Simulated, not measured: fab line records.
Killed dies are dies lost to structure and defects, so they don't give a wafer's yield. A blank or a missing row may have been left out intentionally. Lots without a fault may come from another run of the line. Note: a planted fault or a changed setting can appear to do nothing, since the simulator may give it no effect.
fab line records / flow nandHarc
[record] lots = 5 wafers = 15 lastDay = 33
route steps=1302 shown A_STAIRCASE@671
lots untouched by any fault: they come from a run of this same line in which no faults occurred
startH: start of the lot's first displayed wafer, in hours after the record's first day / waitH: how many hours have passed since the lot's step before this one / " unchanged from the row above / L1.1+2: one row covering several wafers at once / - no value, or no start given / * or withheld: withheld / < > ~ a bound
route shown NAME@n: NAME is a module with steps in the file, n the number in the route of the first one / usual: mean/standard deviation taken from wafers without a fault / same: alike in all rows / chamber/n: place in a boat / sites: the reading at each site / _std_site: how widely they spread, as a standard deviation / _edge_site: outer sites' mean less inner sites' / radiusMm: for every site, how far away it sits from the centre of the wafer / mask NAME#n: copy n / behind: the most recent tool/chamber to have shaped the wafer / hold: cause of the lot's hold/its duration in hours/its outcome / device: the n, p or np transistor that did not switch / end of line: tests run on the same wafers once the route is complete / a step without rows: its recipe alone / killed: dies lost to structure and defects at the first sort, not the wafer's yield / map: a wafer's dies, marking killed ones x, the rest . and places with no die _
set.NAME: the setting as run; set.NAME@STEP: as run at that earlier step / model.NAME: the simulator's own value behind a step, which no gauge read
lots seen at some steps along the route; tables by step, rows by wafer
services: from which hour (startH, from the record's first day; less than 0 if before it) a tool's chamber was out of use, for how many hours, and why
[[steps]]
[step NHARC_A_STAIRCASE_ETCH_15]
[recipe] targetDepthA = 1000 timeS = 40.5 ionEnergyEv = 400 c4f8FlowSccm = 20 o2FlowSccm = 10 arFlowSccm = withheld rfW = 600 biasW = 1000 chemistry = C4F8/O2
[step NHARC_A_STAIRCASE_TRIM_16]
[recipe] timeS = 211.2 o2FlowSccm = 500 arFlowSccm = 0 biasW = 0 chemistry = O2
[step NHARC_A_STAIRCASE_ETCH_17]
[recipe] targetDepthA = 1000 timeS = 40.5 ionEnergyEv = 400 c4f8FlowSccm = 20 o2FlowSccm = 10 arFlowSccm = withheld rfW = 600 biasW = 1000 chemistry = C4F8/O2
[step NHARC_A_STAIRCASE_TRIM_18]
[recipe] timeS = 211.2 o2FlowSccm = 500 arFlowSccm = 0 biasW = 0 chemistry = O2
[usual] drypumpMotorCurrentA = 5.7/0.43 oesProductAu = 0.996/0.01 rfVppV = 57.8/0.94 runLengthS = 232.3/0.49 showerheadPlenumPTorr = 3.48/0.069 throttleValvePct = 17.036/0.0085
lot.wafer=L254.4 tool=rieDiel-07 chamber=1 startH=- waitH=- drypumpMotorCurrentA=6.1 oesProductAu=0.991 rfHoursCounterH=29 rfVppV=59.9 runLengthS=232.3 showerheadPlenumPTorr=3.47 throttleValvePct=17.038
lot.wafer=L254.3 tool=rieDiel-07 chamber=3 startH=- waitH=- drypumpMotorCurrentA=5.0 oesProductAu=1.005 rfHoursCounterH=22 rfVppV=57.8 runLengthS=232.8 showerheadPlenumPTorr=3.49 throttleValvePct=17.047
lot.wafer=L254.6 tool=rieDiel-07 chamber=0 startH=- waitH=- drypumpMotorCurrentA=6.3 oesProductAu=1.009 rfHoursCounterH=- rfVppV=57.2 runLengthS=231.8 showerheadPlenumPTorr=3.44 throttleValvePct=17.040
lot.wafer=L257.3 tool=rieDiel-11 chamber=2 startH=- waitH=- drypumpMotorCurrentA=5.4 oesProductAu=0.985 rfHoursCounterH=3 rfVppV=55.8 runLengthS=232.9 showerheadPlenumPTorr=3.44 throttleValvePct=17.040
lot.wafer=L257.1 tool=rieDiel-11 chamber=0 startH=- waitH=- drypumpMotorCurrentA=5.7 oesProductAu=0.980 rfHoursCounterH=3 rfVppV=56.7 runLengthS=231.9 showerheadPlenumPTorr=3.51 throttleValvePct=17.020
lot.wafer=L257.6 tool=rieDiel-11 chamber=2 startH=- waitH=- drypumpMotorCurrentA=5.4 oesProductAu=0.991 rfHoursCounterH=- rfVppV=56.9 runLengthS=232.8 showerheadPlenumPTorr=3.44 throttleValvePct=17.026
lot.wafer=L267.1 tool=rieDiel-07 chamber=3 startH=- waitH=- drypumpMotorCurrentA=5.0 oesProductAu=0.995 rfHoursCounterH=14 rfVppV=57.6 runLengthS=232.8 showerheadPlenumPTorr=3.47 throttleValvePct=17.030
lot.wafer=L267.2 tool=rieDiel-07 chamber=0 startH=- waitH=- drypumpMotorCurrentA=6.3 oesProductAu=0.976 rfHoursCounterH=14 rfVppV=59.7 runLengthS=231.6 showerheadPlenumPTorr=3.42 throttleValvePct=17.025
lot.wafer=L267.4 tool=rieDiel-07 chamber=1 startH=- waitH=- drypumpMotorCurrentA=6.1 oesProductAu=0.990 rfHoursCounterH=12 rfVppV=57.8 runLengthS=232.3 showerheadPlenumPTorr=3.45 throttleValvePct=17.041
lot.wafer=L269.3 tool=rieDiel-11 chamber=2 startH=- waitH=- drypumpMotorCurrentA=5.3 oesProductAu=0.997 rfHoursCounterH=43 rfVppV=57.9 runLengthS=232.8 showerheadPlenumPTorr=3.42 throttleValvePct=17.025
lot.wafer=L269.1 tool=rieDiel-11 chamber=3 startH=- waitH=- drypumpMotorCurrentA=5.1 oesProductAu=1.014 rfHoursCounterH=47 rfVppV=57.2 runLengthS=232.1 showerheadPlenumPTorr=3.49 throttleValvePct=17.031
lot.wafer=L269.2 tool=rieDiel-11 chamber=0 startH=- waitH=- drypumpMotorCurrentA=5.8 oesProductAu=0.990 rfHoursCounterH=43 rfVppV=57.5 runLengthS=232.3 showerheadPlenumPTorr=3.49 throttleValvePct=17.049
lot.wafer=L273.2 tool=rieDiel-11 chamber=2 startH=- waitH=- drypumpMotorCurrentA=5.4 oesProductAu=0.996 rfHoursCounterH=54 rfVppV=57.6 runLengthS=233.0 showerheadPlenumPTorr=3.42 throttleValvePct=17.048
lot.wafer=L273.5 tool=rieDiel-11 chamber=3 startH=- waitH=- drypumpMotorCurrentA=5.1 oesProductAu=1.011 rfHoursCounterH=- rfVppV=58.4 runLengthS=232.1 showerheadPlenumPTorr=3.49 throttleValvePct=17.045
lot.wafer=L273.6 tool=rieDiel-11 chamber=0 startH=- waitH=- drypumpMotorCurrentA=5.7 oesProductAu=0.992 rfHoursCounterH=- rfVppV=57.3 runLengthS=231.7 showerheadPlenumPTorr=3.49 throttleValvePct=17.044
[step NHARC_A_STAIRCASE_ETCH_19]
[recipe] targetDepthA = 1000 timeS = 40.5 ionEnergyEv = 400 c4f8FlowSccm = 20 o2FlowSccm = 10 arFlowSccm = withheld rfW = 600 biasW = 1000 chemistry = C4F8/O2
[step NHARC_A_STAIRCASE_TRIM_20]
[recipe] timeS = 211.2 o2FlowSccm = 500 arFlowSccm = 0 biasW = 0 chemistry = O2
[usual] drypumpMotorCurrentA = 5.7/0.42 oesProductAu = 0.997/0.012 rfVppV = 57.7/0.9 runLengthS = 232.3/0.48 showerheadPlenumPTorr = 3.49/0.078 throttleValvePct = 17.036/0.0091
lot.wafer=L254.3 tool=rieDiel-08 chamber=0 startH=391.89 waitH=0.1 drypumpMotorCurrentA=5.4 oesProductAu=0.985 rfHoursCounterH=2 rfVppV=57.4 runLengthS=232.6 showerheadPlenumPTorr=3.51 throttleValvePct=17.033
lot.wafer=L254.4 tool=rieDiel-08 chamber=3 startH=391.89 waitH=0.1 drypumpMotorCurrentA=5.9 oesProductAu=1.005 rfHoursCounterH=2 rfVppV=56.4 runLengthS=233.1 showerheadPlenumPTorr=3.44 throttleValvePct=17.046
lot.wafer=L254.6 tool=rieDiel-08 chamber=1 startH=391.89 waitH=0.1 drypumpMotorCurrentA=5.7 oesProductAu=0.979 rfHoursCounterH=- rfVppV=59.4 runLengthS=232.1 showerheadPlenumPTorr=3.51 throttleValvePct=17.027
lot.wafer=L257.3 tool=rieDiel-08 chamber=3 startH=454.97 waitH=0.1 drypumpMotorCurrentA=5.9 oesProductAu=1.009 rfHoursCounterH=23 rfVppV=59.1 runLengthS=232.8 showerheadPlenumPTorr=3.43 throttleValvePct=17.036
lot.wafer=L257.1 tool=rieDiel-08 chamber=0 startH=454.97 waitH=0.1 drypumpMotorCurrentA=5.4 oesProductAu=0.987 rfHoursCounterH=23 rfVppV=57.2 runLengthS=232.1 showerheadPlenumPTorr=3.49 throttleValvePct=17.036
lot.wafer=L257.6 tool=rieDiel-08 chamber=3 startH=454.97 waitH=0.1 drypumpMotorCurrentA=5.9 oesProductAu=0.994 rfHoursCounterH=- rfVppV=57.9 runLengthS=232.8 showerheadPlenumPTorr=3.43 throttleValvePct=17.046
lot.wafer=L267.4 tool=rieDiel-07 chamber=0 startH=524.57 waitH=0.2 drypumpMotorCurrentA=6.3 oesProductAu=0.977 rfHoursCounterH=14 rfVppV=58.0 runLengthS=231.7 showerheadPlenumPTorr=3.42 throttleValvePct=17.025
lot.wafer=L267.2 tool=rieDiel-07 chamber=2 startH=524.57 waitH=0.2 drypumpMotorCurrentA=5.4 oesProductAu=1.004 rfHoursCounterH=12 rfVppV=59.0 runLengthS=231.9 showerheadPlenumPTorr=3.71 throttleValvePct=17.022
lot.wafer=L267.1 tool=rieDiel-07 chamber=3 startH=524.57 waitH=0.2 drypumpMotorCurrentA=5.0 oesProductAu=1.010 rfHoursCounterH=14 rfVppV=56.4 runLengthS=232.9 showerheadPlenumPTorr=3.47 throttleValvePct=17.022
lot.wafer=L269.3 tool=rieDiel-11 chamber=2 startH=549.88 waitH=0.1 drypumpMotorCurrentA=5.4 oesProductAu=1.001 rfHoursCounterH=44 rfVppV=57.9 runLengthS=233.3 showerheadPlenumPTorr=3.42 throttleValvePct=17.028
lot.wafer=L269.1 tool=rieDiel-11 chamber=3 startH=549.88 waitH=0.1 drypumpMotorCurrentA=5.1 oesProductAu=1.003 rfHoursCounterH=47 rfVppV=58.8 runLengthS=232.3 showerheadPlenumPTorr=3.49 throttleValvePct=17.039
lot.wafer=L269.2 tool=rieDiel-11 chamber=0 startH=549.88 waitH=0.1 drypumpMotorCurrentA=5.7 oesProductAu=0.996 rfHoursCounterH=43 rfVppV=58.9 runLengthS=231.8 showerheadPlenumPTorr=3.49 throttleValvePct=17.024
lot.wafer=L273.2 tool=rieDiel-07 chamber=3 startH=578.63 waitH=0.1 drypumpMotorCurrentA=5.0 oesProductAu=1.014 rfHoursCounterH=27 rfVppV=56.9 runLengthS=232.8 showerheadPlenumPTorr=3.46 throttleValvePct=17.029
lot.wafer=L273.5 tool=rieDiel-07 chamber=3 startH=578.63 waitH=0.1 drypumpMotorCurrentA=5.0 oesProductAu=1.010 rfHoursCounterH=- rfVppV=56.4 runLengthS=233.0 showerheadPlenumPTorr=3.46 throttleValvePct=17.036
lot.wafer=L273.6 tool=rieDiel-07 chamber=0 startH=578.63 waitH=0.1 drypumpMotorCurrentA=6.3 oesProductAu=0.981 rfHoursCounterH=- rfVppV=58.1 runLengthS=231.9 showerheadPlenumPTorr=3.40 throttleValvePct=17.044
[step NHARC_A_STAIRCASE_ETCH_21]
[recipe] targetDepthA = 1000 timeS = 40.5 ionEnergyEv = 400 c4f8FlowSccm = 20 o2FlowSccm = 10 arFlowSccm = withheld rfW = 600 biasW = 1000 chemistry = C4F8/O2
[usual] oesProductAu = 0.948/0.02 rfVppV = 894.6/3
lot.wafer=L254.4 tool=rieDiel-08 chamber=2 startH=- waitH=- oesProductAu=0.970 rfHoursCounterH=3 rfVppV=893.5
lot.wafer=L254.3 tool=rieDiel-08 chamber=3 startH=- waitH=- oesProductAu=0.981 rfHoursCounterH=2 rfVppV=892.1
lot.wafer=L254.6 tool=rieDiel-08 chamber=1 startH=- waitH=- oesProductAu=0.939 rfHoursCounterH=- rfVppV=896.0
lot.wafer=L257.1 tool=rieDiel-08 chamber=3 startH=- waitH=- oesProductAu=0.935 rfHoursCounterH=23 rfVppV=892.8
lot.wafer=L257.3 tool=rieDiel-08 chamber=1 startH=- waitH=- oesProductAu=0.926 rfHoursCounterH=21 rfVppV=894.7
lot.wafer=L257.6 tool=rieDiel-08 chamber=2 startH=- waitH=- oesProductAu=0.929 rfHoursCounterH=- rfVppV=893.4
lot.wafer=L267.4 tool=rieDiel-07 chamber=1 startH=- waitH=- oesProductAu=0.944 rfHoursCounterH=12 rfVppV=893.6
lot.wafer=L267.2 tool=rieDiel-07 chamber=2 startH=- waitH=- oesProductAu=0.951 rfHoursCounterH=13 rfVppV=903.2
lot.wafer=L267.1 tool=rieDiel-07 chamber=3 startH=- waitH=- oesProductAu=0.965 rfHoursCounterH=14 rfVppV=893.2
lot.wafer=L269.1 tool=rieDiel-11 chamber=2 startH=- waitH=- oesProductAu=0.938 rfHoursCounterH=44 rfVppV=892.3
lot.wafer=L269.2 tool=rieDiel-11 chamber=0 startH=- waitH=- oesProductAu=0.944 rfHoursCounterH=43 rfVppV=894.0
lot.wafer=L269.3 tool=rieDiel-11 chamber=1 startH=- waitH=- oesProductAu=0.959 rfHoursCounterH=40 rfVppV=894.0
lot.wafer=L273.2 tool=rieDiel-07 chamber=3 startH=- waitH=- oesProductAu=0.986 rfHoursCounterH=27 rfVppV=895.6
lot.wafer=L273.6 tool=rieDiel-07 chamber=0 startH=- waitH=- oesProductAu=0.945 rfHoursCounterH=- rfVppV=893.3
lot.wafer=L273.5 tool=rieDiel-07 chamber=1 startH=- waitH=- oesProductAu=0.993 rfHoursCounterH=- rfVppV=893.6
[step NHARC_A_STAIRCASE_TRIM_22]
[recipe] timeS = 211.2 o2FlowSccm = 500 arFlowSccm = 0 biasW = 0 chemistry = O2
[step NHARC_A_STAIRCASE_ETCH_23]
[recipe] targetDepthA = 1000 timeS = 40.5 ionEnergyEv = 400 c4f8FlowSccm = 20 o2FlowSccm = 10 arFlowSccm = withheld rfW = 600 biasW = 1000 chemistry = C4F8/O2
[step NHARC_A_STAIRCASE_TRIM_24]
[recipe] timeS = 211.2 o2FlowSccm = 500 arFlowSccm = 0 biasW = 0 chemistry = O2
[usual] drypumpMotorCurrentA = 5.7/0.41 oesProductAu = 0.998/0.012 rfVppV = 57.7/0.92 runLengthS = 232.3/0.48 showerheadPlenumPTorr = 3.49/0.084 throttleValvePct = 17.036/0.0094
lot.wafer=L254.4 tool=rieDiel-08 chamber=2 startH=- waitH=- drypumpMotorCurrentA=6.2 oesProductAu=0.987 rfHoursCounterH=3 rfVppV=58.5 runLengthS=232.1 showerheadPlenumPTorr=3.46 throttleValvePct=17.054
lot.wafer=L254.3 tool=rieDiel-08 chamber=0 startH=- waitH=- drypumpMotorCurrentA=5.5 oesProductAu=0.982 rfHoursCounterH=2 rfVppV=56.6 runLengthS=232.6 showerheadPlenumPTorr=3.51 throttleValvePct=17.035
lot.wafer=L254.6 tool=rieDiel-08 chamber=2 startH=- waitH=- drypumpMotorCurrentA=6.2 oesProductAu=0.987 rfHoursCounterH=- rfVppV=57.7 runLengthS=232.3 showerheadPlenumPTorr=3.46 throttleValvePct=17.028
lot.wafer=L257.3 tool=rieDiel-08 chamber=1 startH=- waitH=- drypumpMotorCurrentA=5.6 oesProductAu=0.977 rfHoursCounterH=21 rfVppV=57.0 runLengthS=232.0 showerheadPlenumPTorr=3.50 throttleValvePct=17.047
lot.wafer=L257.1 tool=rieDiel-08 chamber=0 startH=- waitH=- drypumpMotorCurrentA=5.5 oesProductAu=0.989 rfHoursCounterH=24 rfVppV=56.0 runLengthS=232.5 showerheadPlenumPTorr=3.49 throttleValvePct=17.036
lot.wafer=L257.6 tool=rieDiel-08 chamber=2 startH=- waitH=- drypumpMotorCurrentA=6.2 oesProductAu=0.979 rfHoursCounterH=- rfVppV=57.6 runLengthS=231.9 showerheadPlenumPTorr=3.45 throttleValvePct=17.035
lot.wafer=L267.1 tool=rieDiel-07 chamber=0 startH=- waitH=- drypumpMotorCurrentA=6.3 oesProductAu=0.979 rfHoursCounterH=14 rfVppV=57.4 runLengthS=231.6 showerheadPlenumPTorr=3.41 throttleValvePct=17.029
lot.wafer=L267.2 tool=rieDiel-07 chamber=2 startH=- waitH=- drypumpMotorCurrentA=5.4 oesProductAu=1.001 rfHoursCounterH=13 rfVppV=58.4 runLengthS=232.1 showerheadPlenumPTorr=3.71 throttleValvePct=17.009
lot.wafer=L267.4 tool=rieDiel-07 chamber=3 startH=- waitH=- drypumpMotorCurrentA=5.0 oesProductAu=1.000 rfHoursCounterH=15 rfVppV=57.7 runLengthS=232.9 showerheadPlenumPTorr=3.47 throttleValvePct=17.030
lot.wafer=L269.3 tool=rieDiel-11 chamber=1 startH=- waitH=- drypumpMotorCurrentA=5.9 oesProductAu=0.996 rfHoursCounterH=40 rfVppV=58.0 runLengthS=233.0 showerheadPlenumPTorr=3.44 throttleValvePct=17.030
lot.wafer=L269.1 tool=rieDiel-11 chamber=2 startH=- waitH=- drypumpMotorCurrentA=5.4 oesProductAu=0.995 rfHoursCounterH=44 rfVppV=58.2 runLengthS=233.0 showerheadPlenumPTorr=3.42 throttleValvePct=17.042
lot.wafer=L269.2 tool=rieDiel-11 chamber=3 startH=- waitH=- drypumpMotorCurrentA=5.1 oesProductAu=1.006 rfHoursCounterH=47 rfVppV=58.2 runLengthS=232.3 showerheadPlenumPTorr=3.49 throttleValvePct=17.028
lot.wafer=L273.2 tool=rieDiel-07 chamber=0 startH=- waitH=- drypumpMotorCurrentA=6.3 oesProductAu=0.989 rfHoursCounterH=35 rfVppV=56.3 runLengthS=231.6 showerheadPlenumPTorr=3.40 throttleValvePct=17.042
lot.wafer=L273.6 tool=rieDiel-07 chamber=1 startH=- waitH=- drypumpMotorCurrentA=6.1 oesProductAu=0.990 rfHoursCounterH=- rfVppV=56.6 runLengthS=232.1 showerheadPlenumPTorr=3.44 throttleValvePct=17.043
lot.wafer=L273.5 tool=rieDiel-07 chamber=2 startH=- waitH=- drypumpMotorCurrentA=5.4 oesProductAu=1.009 rfHoursCounterH=- rfVppV=58.4 runLengthS=232.4 showerheadPlenumPTorr=3.70 throttleValvePct=17.048
[step NHARC_A_STAIRCASE_ETCH_25]
[recipe] targetDepthA = 1000 timeS = 40.5 ionEnergyEv = 400 c4f8FlowSccm = 20 o2FlowSccm = 10 arFlowSccm = withheld rfW = 600 biasW = 1000 chemistry = C4F8/O2
[step NHARC_A_STAIRCASE_TRIM_26]
[recipe] timeS = 211.2 o2FlowSccm = 500 arFlowSccm = 0 biasW = 0 chemistry = O2
[usual] drypumpMotorCurrentA = 5.7/0.41 oesProductAu = 0.997/0.012 rfVppV = 57.7/0.88 runLengthS = 232.3/0.49 showerheadPlenumPTorr = 3.49/0.086 throttleValvePct = 17.038/0.0098
lot.wafer=L254.4 tool=rieDiel-08 chamber=3 startH=392.72 waitH=- drypumpMotorCurrentA=6.0 oesProductAu=1.011 rfHoursCounterH=3 rfVppV=58.0 runLengthS=233.3 showerheadPlenumPTorr=3.44 throttleValvePct=17.036
lot.wafer=L254.3 tool=rieDiel-08 chamber=0 startH=392.72 waitH=- drypumpMotorCurrentA=5.5 oesProductAu=0.988 rfHoursCounterH=3 rfVppV=56.3 runLengthS=232.1 showerheadPlenumPTorr=3.51 throttleValvePct=17.050
lot.wafer=L254.6 tool=rieDiel-08 chamber=2 startH=392.72 waitH=- drypumpMotorCurrentA=6.2 oesProductAu=0.990 rfHoursCounterH=- rfVppV=56.3 runLengthS=231.9 showerheadPlenumPTorr=3.46 throttleValvePct=17.040
lot.wafer=L257.1 tool=rieDiel-08 chamber=0 startH=455.87 waitH=- drypumpMotorCurrentA=5.4 oesProductAu=0.989 rfHoursCounterH=24 rfVppV=58.3 runLengthS=232.1 showerheadPlenumPTorr=3.49 throttleValvePct=17.033
lot.wafer=L257.3 tool=rieDiel-08 chamber=3 startH=455.87 waitH=- drypumpMotorCurrentA=5.9 oesProductAu=0.990 rfHoursCounterH=23 rfVppV=57.1 runLengthS=232.6 showerheadPlenumPTorr=3.43 throttleValvePct=17.033
lot.wafer=L257.6 tool=rieDiel-08 chamber=1 startH=455.87 waitH=- drypumpMotorCurrentA=5.7 oesProductAu=0.974 rfHoursCounterH=- rfVppV=57.8 runLengthS=297.9 showerheadPlenumPTorr=3.50 throttleValvePct=17.042
lot.wafer=L267.2 tool=rieDiel-07 chamber=0 startH=525.39 waitH=- drypumpMotorCurrentA=6.3 oesProductAu=0.977 rfHoursCounterH=15 rfVppV=57.5 runLengthS=231.9 showerheadPlenumPTorr=3.41 throttleValvePct=17.041
lot.wafer=L267.4 tool=rieDiel-07 chamber=2 startH=525.39 waitH=- drypumpMotorCurrentA=5.5 oesProductAu=1.012 rfHoursCounterH=13 rfVppV=59.1 runLengthS=232.2 showerheadPlenumPTorr=3.71 throttleValvePct=17.025
lot.wafer=L267.1 tool=rieDiel-07 chamber=3 startH=525.39 waitH=- drypumpMotorCurrentA=5.0 oesProductAu=1.002 rfHoursCounterH=15 rfVppV=57.9 runLengthS=232.8 showerheadPlenumPTorr=3.47 throttleValvePct=17.038
lot.wafer=L269.1 tool=rieDiel-11 chamber=2 startH=550.63 waitH=- drypumpMotorCurrentA=5.3 oesProductAu=0.985 rfHoursCounterH=44 rfVppV=57.5 runLengthS=232.8 showerheadPlenumPTorr=3.42 throttleValvePct=17.037
lot.wafer=L269.2 tool=rieDiel-11 chamber=3 startH=550.63 waitH=- drypumpMotorCurrentA=5.1 oesProductAu=1.008 rfHoursCounterH=47 rfVppV=58.7 runLengthS=232.1 showerheadPlenumPTorr=3.49 throttleValvePct=17.031
lot.wafer=L269.3 tool=rieDiel-11 chamber=0 startH=550.63 waitH=- drypumpMotorCurrentA=5.7 oesProductAu=0.998 rfHoursCounterH=43 rfVppV=57.1 runLengthS=231.9 showerheadPlenumPTorr=3.49 throttleValvePct=17.040
lot.wafer=L273.2 tool=rieDiel-07 chamber=3 startH=579.37 waitH=- drypumpMotorCurrentA=5.0 oesProductAu=1.017 rfHoursCounterH=27 rfVppV=56.5 runLengthS=233.1 showerheadPlenumPTorr=3.46 throttleValvePct=17.041
lot.wafer=L273.5 tool=rieDiel-07 chamber=3 startH=579.37 waitH=- drypumpMotorCurrentA=5.0 oesProductAu=1.011 rfHoursCounterH=- rfVppV=57.2 runLengthS=233.6 showerheadPlenumPTorr=3.46 throttleValvePct=17.028
lot.wafer=L273.6 tool=rieDiel-07 chamber=0 startH=579.37 waitH=- drypumpMotorCurrentA=6.3 oesProductAu=0.971 rfHoursCounterH=- rfVppV=58.0 runLengthS=231.9 showerheadPlenumPTorr=3.40 throttleValvePct=17.055
[step NHARC_A_STAIRCASE_ETCH_27]
[recipe] targetDepthA = 1000 timeS = 40.5 ionEnergyEv = 400 c4f8FlowSccm = 20 o2FlowSccm = 10 arFlowSccm = withheld rfW = 600 biasW = 1000 chemistry = C4F8/O2
[usual] oesProductAu = 0.943/0.013 rfVppV = 895/3.3
lot.wafer=L254.3 tool=rieDiel-08 chamber=0 startH=- waitH=- oesProductAu=0.938 rfHoursCounterH=3 rfVppV=895
lot.wafer=L254.4 tool=rieDiel-08 chamber=2 startH=- waitH=- oesProductAu=0.940 rfHoursCounterH=3 rfVppV=894
lot.wafer=L254.6 tool=rieDiel-08 chamber=3 startH=- waitH=- oesProductAu=0.948 rfHoursCounterH=- rfVppV=894
lot.wafer=L257.1 tool=rieDiel-08 chamber=2 startH=- waitH=- oesProductAu=0.946 rfHoursCounterH=19 rfVppV=894
lot.wafer=L257.3 tool=rieDiel-08 chamber=3 startH=- waitH=- oesProductAu=0.936 rfHoursCounterH=23 rfVppV=894
lot.wafer=L257.6 tool=rieDiel-08 chamber=2 startH=- waitH=- oesProductAu=0.939 rfHoursCounterH=- rfVppV=894
lot.wafer=L267.4 tool=rieDiel-07 chamber=2 startH=- waitH=- oesProductAu=0.959 rfHoursCounterH=13 rfVppV=904
lot.wafer=L267.2 tool=rieDiel-07 chamber=3 startH=- waitH=- oesProductAu=0.961 rfHoursCounterH=15 rfVppV=893
lot.wafer=L267.1 tool=rieDiel-07 chamber=0 startH=- waitH=- oesProductAu=0.931 rfHoursCounterH=15 rfVppV=892
lot.wafer=L269.1 tool=rieDiel-11 chamber=2 startH=- waitH=- oesProductAu=0.942 rfHoursCounterH=44 rfVppV=894
lot.wafer=L269.2 tool=rieDiel-11 chamber=3 startH=- waitH=- oesProductAu=0.950 rfHoursCounterH=47 rfVppV=894
lot.wafer=L269.3 tool=rieDiel-11 chamber=1 startH=- waitH=- oesProductAu=0.942 rfHoursCounterH=40 rfVppV=894
lot.wafer=L273.2 tool=rieDiel-07 chamber=3 startH=- waitH=- oesProductAu=0.943 rfHoursCounterH=28 rfVppV=894
lot.wafer=L273.5 tool=rieDiel-07 chamber=1 startH=- waitH=- oesProductAu=0.946 rfHoursCounterH=- rfVppV=892
lot.wafer=L273.6 tool=rieDiel-07 chamber=2 startH=- waitH=- oesProductAu=0.951 rfHoursCounterH=- rfVppV=901
[[services]]
tool=rieDiel-11 chamber=- startH=369.59 hours=0.5 kind=repair
tool=rieDiel-08 chamber=- startH=376.42 hours=9.0 kind=pm
tool=rieDiel-07 chamber=0 startH=379.58 hours=- kind=clean
tool=rieDiel-07 chamber=1 startH=379.58 hours=- kind=clean
tool=rieDiel-07 chamber=2 startH=379.58 hours=- kind=clean
tool=rieDiel-07 chamber=3 startH=379.58 hours=- kind=clean
tool=rieDiel-07 chamber=0 startH=404.08 hours=- kind=clean
tool=rieDiel-07 chamber=1 startH=404.08 hours=- kind=clean
tool=rieDiel-07 chamber=2 startH=404.08 hours=- kind=clean
tool=rieDiel-07 chamber=3 startH=404.08 hours=- kind=clean
tool=rieDiel-07 chamber=2 startH=409.37 hours=8.9 kind=repair
tool=rieDiel-07 chamber=0 startH=428.58 hours=- kind=clean
tool=rieDiel-07 chamber=1 startH=428.58 hours=- kind=clean
tool=rieDiel-07 chamber=2 startH=428.58 hours=- kind=clean
tool=rieDiel-07 chamber=3 startH=428.58 hours=- kind=clean
tool=rieDiel-11 chamber=- startH=432.55 hours=9.0 kind=pm
tool=rieDiel-07 chamber=0 startH=453.08 hours=- kind=clean
tool=rieDiel-07 chamber=1 startH=453.08 hours=- kind=clean
tool=rieDiel-08 chamber=0 startH=456.02 hours=8.7 kind=repair
tool=rieDiel-07 chamber=- startH=474.08 hours=9.0 kind=pm
tool=rieDiel-08 chamber=3 startH=508.36 hours=2.5 kind=repair
tool=rieDiel-08 chamber=2 startH=527.73 hours=2.6 kind=repair
tool=rieDiel-07 chamber=3 startH=537.09 hours=21.7 kind=repair
tool=rieDiel-08 chamber=- startH=553.42 hours=9.0 kind=pm
[[key]]
[firstSign] step = NHARC_A_STAIRCASE_TRIM_26 reading = runLengthS direction = up sigmas = 99+ usual = * struck = *
effect none on later readings
metAt NHARC_A_STAIRCASE_TRIM_26
struckWafers L257.6
laterRowsLeftOut L257.6
sortLeftOut L257.6
testerLeftOut L257
[fault] kind = processParameterDrift tool = rieDiel-08 chamber = 1 onsetH = 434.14 steps = NHARC_A_STAIRCASE_TRIM_26 channel = timeS offset = * shape = step endH = 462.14 actsIn = * stated = *
// testerLeftOut: of these lots the tester's yield and bins aren't shown, on N5 and GAA mostly nor the transistor test; their killed dies are dies lost to structure and defects alone, not to doping, threshold or leakage, so they don't give the yield
// sortLeftOut: the simulated sort isn't trusted on such a fault, so these wafers' sort isn't shown, and their yield isn't known
// laterRowsLeftOut: the simulator's readings of these wafers behind a module that went badly wrong aren't trusted and aren't shown, but for the sort
